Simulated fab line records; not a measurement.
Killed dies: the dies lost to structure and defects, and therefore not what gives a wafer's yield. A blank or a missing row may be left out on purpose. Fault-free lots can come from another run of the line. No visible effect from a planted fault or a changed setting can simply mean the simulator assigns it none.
3 desks looking at one fault | flow nandHarc | what lay behind the numbers comes last; until then each desk has only its own

## THE DEFECT DESK
Per lot, the means of the sampled wafers with a number show what the inspections along the route counted. The brackets show how far a lot's mean lies from the usual mean; more than 4 standard deviations puts the lot out of limits, marked OUT.
Columns: A = rawDefectCount at NHARC_A_ONON_D2_INSPECT_32, usual 380
lot  | first seen here | A
L446 | day 12 16:56    | 454
L447 | day 13 12:57    | 244
L449 | day 14 04:28    | 374
L450 | day 14 17:52    | 355
L452 | day 15 12:35    | 342
L455 | day 16 13:31    | 442
L454 | day 16 13:37    | 468
L456 | day 16 23:42    | 426
L462 | day 19 22:02    | 285
L464 | day 20 22:29    | 523
L466 | day 21 11:11    | 357
L467 | day 21 23:25    | 433
L469 | day 22 18:50    | 424
Result from this desk: across the 13 lots, nothing is out of limits.

## FROM THE METROLOGY DESK
Means of the sampled wafers that have a number, per lot and without regard to the tool the lot ran on: this is what the gauges read. The brackets show how far a lot's mean lies from the usual mean; more than 4 standard deviations puts the lot out of limits, marked OUT.
Columns: A = thkNm at NHARC_A_DECK1_JOINT_THK_MEAS_14, usual 50.9 nm; B = thkNm at NHARC_A_ONON_D2_THK_MEAS_34, usual 200 nm
lot  | first seen here | A    | B
L446 | day 11 01:50    | 50.4 | 199
L447 | day 12 00:23    | 50.4 | 196
L449 | day 12 17:35    | 52.0 | 198
L450 | day 13 03:09    | 51.3 | 200
L452 | day 13 21:25    | 50.1 | 198
L454 | day 14 21:41    | 49.9 | 197
L455 | day 15 03:27    | 51.3 | 204
L456 | day 15 07:27    | 50.0 | 198
L462 | day 18 08:30    | 50.7 | 191
L464 | day 19 00:55    | 51.5 | 189
L466 | day 19 18:44    | 50.9 | 200
L467 | day 20 08:17    | 52.8 | 198
L469 | day 21 07:14    | 50.1 | 203
Result from this desk: across the 13 lots, nothing is out of limits.

## THE TOOL OWNER'S DESK: pecvd-02
The tool's own readings at NHARC_A_ONON_D2_DEP_33 (deposits SiO2, target thk 200 nm): means of the sampled wafers that have a number, for each lot that ran on this tool. The brackets show how far a lot's mean lies from the usual mean; more than 4 standard deviations puts the lot out of limits, marked OUT.
Columns: A = heaterPowerW at NHARC_A_ONON_D2_DEP_33, usual 563 W; B = mfcPrecursorSccm at NHARC_A_ONON_D2_DEP_33, usual 161.5 sccm; C = rfFwdPowerW at NHARC_A_ONON_D2_DEP_33, usual 898.0 W; D = throttleValvePct at NHARC_A_ONON_D2_DEP_33, usual 16.5 %
lot  | first seen here | A   | B               | C     | D
L447 | day 13 12:29    | 633 | 161.5           | 896.9 | 16.9
L449 | day 14 03:59    | 535 | 161.7           | 897.7 | 16.6
L452 | day 15 12:08    | 538 | 161.2           | 895.9 | 16.8
L454 | day 16 13:14    | 558 | 161.1           | 896.6 | 16.7
L456 | day 16 23:13    | 599 | 161.3           | 896.7 | 16.9
L462 | day 19 21:32    | 605 | 152.4 (-20) OUT | 897.9 | 16.2
L464 | day 20 21:59    | 594 | 152.5 (-20) OUT | 897.9 | 16.2
Finding of this desk: L462, L464 out of limits; the first was L462 at day 19 21:32, on mfcPrecursorSccm at NHARC_A_ONON_D2_DEP_33. Within limits: L447, L449, L452, L454, L456.

## BROUGHT TOGETHER
An alarm could have come from the tool owner's desk at day 19 21:32, on L462, L464.
Nothing out of limits was seen by the defect desk.
From the metrology desk's view, nothing was out of limits.
The defect desk has L462, L464 on record, within its limits.
The metrology desk has L462, L464 on record, within its limits.
The lots listed all ran NHARC_A_ONON_D2_DEP_33 on pecvd-02.

## WHAT THE SIMULATOR HAD INSERTED
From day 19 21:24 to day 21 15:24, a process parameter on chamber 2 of pecvd-02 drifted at NHARC_A_ONON_D2_DEP_33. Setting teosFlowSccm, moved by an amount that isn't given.
Struck lots among those shown: L462, L464.
Hours from the fault's start to each desk's first reading out of limits: the tool owner's desk, 0.
